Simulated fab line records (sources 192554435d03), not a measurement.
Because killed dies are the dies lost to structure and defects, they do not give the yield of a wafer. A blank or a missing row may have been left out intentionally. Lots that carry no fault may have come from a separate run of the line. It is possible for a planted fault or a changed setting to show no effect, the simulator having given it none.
2 desks, one fault :: flow n5-finfet :: each desk has only its own numbers; what lay behind them comes last

## THE METROLOGY DESK
Lot by lot, what the gauges showed, no matter which tool ran the lot: averages of those sampled wafers that carry a number. The brackets show how far a lot's mean lies from the usual mean; more than 4 standard deviations puts the lot out of limits, marked OUT.
Columns: A = M8_ILD_THK at N5_BEOL_M8_THK_MEAS_01, usual 155.3 nm
lot: L141
first seen here: day 9 11:11
A: 153.9

lot: L143
first seen here: day 10 06:55
A: 155.8

lot: L142
first seen here: day 10 08:03
A: 156.0

lot: L144
first seen here: day 10 08:23
A: 154.4

lot: L145
first seen here: day 10 17:27
A: 155.7

lot: L154
first seen here: day 13 15:06
A: 153.3

lot: L155
first seen here: day 13 16:02
A: 156.2

lot: L158
first seen here: day 13 23:26
A: 156.2

lot: L161
first seen here: day 15 00:46
A: 154.9

lot: L162
first seen here: day 15 08:14
A: 156.6

lot: L163
first seen here: day 15 10:50
A: 154.3
This desk's finding: nothing out of limits on any of the 11 lots.

## AT THE TOOL OWNER'S DESK: litho-track-02
The tool's own readings at N5_BEOL_M8_COAT_71 (time 60 s, resist thk 5 nm): means of the sampled wafers that have a number, for each lot that ran on this tool. The brackets show how far a lot's mean lies from the usual mean; more than 4 standard deviations puts the lot out of limits, marked OUT.
Columns: A = heater-power-total-W at N5_BEOL_M8_COAT_71, usual 391.6 W; B = plate-temp-C at N5_BEOL_M8_COAT_71, usual 204.98 C; C = resist-line-temp-C at N5_BEOL_M8_COAT_71, usual 23.00 C
lot: L142
first seen here: day 10 12:49
A: 391.8
B: 205.08
C: 22.94

lot: L145
first seen here: day 10 20:43
A: 392.0
B: 204.93
C: 22.91

lot: L154
first seen here: day 13 19:11
A: 385.8 (-4.2) OUT
B: 202.55 (-16) OUT
C: 22.92

lot: L155
first seen here: day 13 19:22
A: 384.7 (-4.9) OUT
B: 202.64 (-16) OUT
C: 23.00
This desk finds L154, L155 out of limits, L154 being first, at day 13 19:11 (heater-power-total-W at N5_BEOL_M8_COAT_71). L142, L145 stayed within limits.

## ALL TOGETHER
The tool owner's desk had the chance to raise an alarm at day 13 19:11 on L154, L155.
Nothing out of limits was seen by the metrology desk.
The metrology desk has L154, L155 on record, within its limits.
The lots listed all ran N5_BEOL_M8_COAT_71 on litho-track-02.

## WHAT HAD BEEN PUT IN BY THE SIMULATOR
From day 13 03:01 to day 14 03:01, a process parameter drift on litho-track-02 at N5_BEOL_M8_COAT_71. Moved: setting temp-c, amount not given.
Struck lots among those shown: L154, L155.
Hours from the fault's start to each desk's first reading out of limits: the tool owner's desk, 16.
